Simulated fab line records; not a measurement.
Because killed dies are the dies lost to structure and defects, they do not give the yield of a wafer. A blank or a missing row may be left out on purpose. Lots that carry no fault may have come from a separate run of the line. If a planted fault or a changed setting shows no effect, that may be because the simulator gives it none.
Split-lot trial    flow n5 finfet    21 wafers read across 7 lots, on a route 1938 steps long

SPLIT DETAILS
At N5_FIN_SAQP_SPACER1_ALD_24 (deposits SiO2, target thk 20.3 nm, pulse time 1 s, purge time 2 s), the setting ald cycles was moved away from the recipe's 218 on 7 of the 21 wafers read, by -12.4% to +5.0%. The other wafers ran this setting at the recipe's value.

FROM THE SPLIT TO THE READING: what the file shows between them, 2 steps
- N5_FIN_SAQP_SPACER1_ETCHBACK_25: etches SiO2 in CHF3/O2, target depth 24.4 nm, time 12.2 s
- N5_FIN_SAQP_MANDREL1_REMOVE_56: chemistry HBr/Cl2/O2, target a-Si, stops on SiNx, bt time 10 s

THE READING
Shown in nm: cd nm at N5_FIN_SAQP_CD_MEAS_27, with target cd 20 nm. Fault-free wafers of this fab line usually give 20.26 nm, standard deviation 0.25 nm.

wafer   tool, chamber at the split  ald cycles as run  against the recipe  cd nm, nm  against lot-mates on the recipe
L074.2  ald sin-03, 3,0             218                recipe              20.78      -
L074.3  ald sin-03, 3,0             218                recipe              20.38      -
L074.6  ald sin-03, 3               218                recipe              20.46      -
L076.1  ald sin-04, 0               218                recipe              19.78      -
L076.4  ald sin-04, 3               218                recipe              20.67      -
L076.6  ald sin-04, 2               198                -9.2%               18.55      -1.68
L077.1  ald sin-02, 0               218                recipe              20.26      -
L077.4  ald sin-02, 1               218                recipe              20.58      -
L077.5  ald sin-02, 3               208                -4.6%               19.41      -1.01
L081.1  ald sin-04, 1               218                recipe              20.04      -
L081.3  ald sin-04, 2               229                +5.0%               21.12      +1.08
L081.5  ald sin-04, 2               229                +5.0%               21.04      +1.00
L082.2  ald sin-02, 2               191                -12.4%              17.67      -2.64
L082.4  ald sin-02, 0,1             218                recipe              20.41      -
L082.5  ald sin-02, 0,1             218                recipe              20.21      -
L089.1  ald sin-03, 1               205                -6.0%               19.35      -0.66
L089.2  ald sin-03, 0               218                recipe              20.01      -
L089.3  ald sin-03, 3               205                -6.0%               19.19      -0.82
L090.2  ald sin-04, 2,1             218                recipe              20.30      -
L090.3  ald sin-04, 0               218                recipe              20.15      -
L090.5  ald sin-04, 2,1             218                recipe              20.71      -
The file does not say which wafer passed through which chamber wherever a row lists several chambers: such a row stands for several wafers.

FIT RESULTS
A straight line over all 21 wafers: cd nm changes by +0.192 nm for each +1% of ald cycles; r = +0.95; the points scatter about the line by 0.26 nm.
The same after taking each lot's own level away (the mean of its wafers on the recipe; 21 wafers): +0.191 nm for each +1%; r = +0.96; scatter 0.25 nm.
On that fit, the largest move of ald cycles shifts the reading by 2.4 nm.
From 20.010 to 20.540 nm: that is the span of the lots' own levels, equal to 2.1 times the standard deviation above.
Hence the lot-to-lot level has little effect on the slope; both slopes agree.
Check: for one of the wafers moved furthest among these (-12.4%), held out of the fit, the line's prediction against its lot-mates is -2.14 nm. Against them it came out at -2.64 nm.

THE OTHER SPLITS THESE WAFERS WENT THROUGH
Other splits were also applied to these wafers ahead of the reading. Each is held against what the fit with the lots' levels taken away leaves over:
other split on the same wafers           wafers away from the commonest value  r with cd nm (lot level and that fit taken away)
N5_ZERO_LAYER_EXPOSE_08 dose mj          9                                     -0.17
N5_ZERO_LAYER_DEVELOP_10 develop time s  10                                    -0.06

THE WHOLE CHAIN: every reading that the file lists as answering this split, in the file's order
step                            what it does                                                       reading                                                                                  change (the file's fit)                r (the file's)
N5_FIN_SAQP_SPACER1_ALD_24      deposits SiO2, target thk 20.3 nm, pulse time 1 s, purge time 2 s  SiO2_of_FIN_SAQP_SPACER1_ALD_24.thk nm (the simulator's own value, which no gauge read)  +0.193 nm for each +1% of the setting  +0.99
N5_FIN_SAQP_MANDREL1_REMOVE_56  chemistry HBr/Cl2/O2, target a-Si, stops on SiNx, bt time 10 s     FIN_SAQP.cd nm (the simulator's own value, which no gauge read)                          +0.189 nm for each +1% of the setting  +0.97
N5_FIN_SAQP_CD_MEAS_27          target cd 20 nm                                                    cd nm                                                                                    +0.195 nm for each +1% of the setting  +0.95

THE FILE'S OWN FIT
cd nm changes by +0.195 nm for each +1% of ald cycles, r = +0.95.
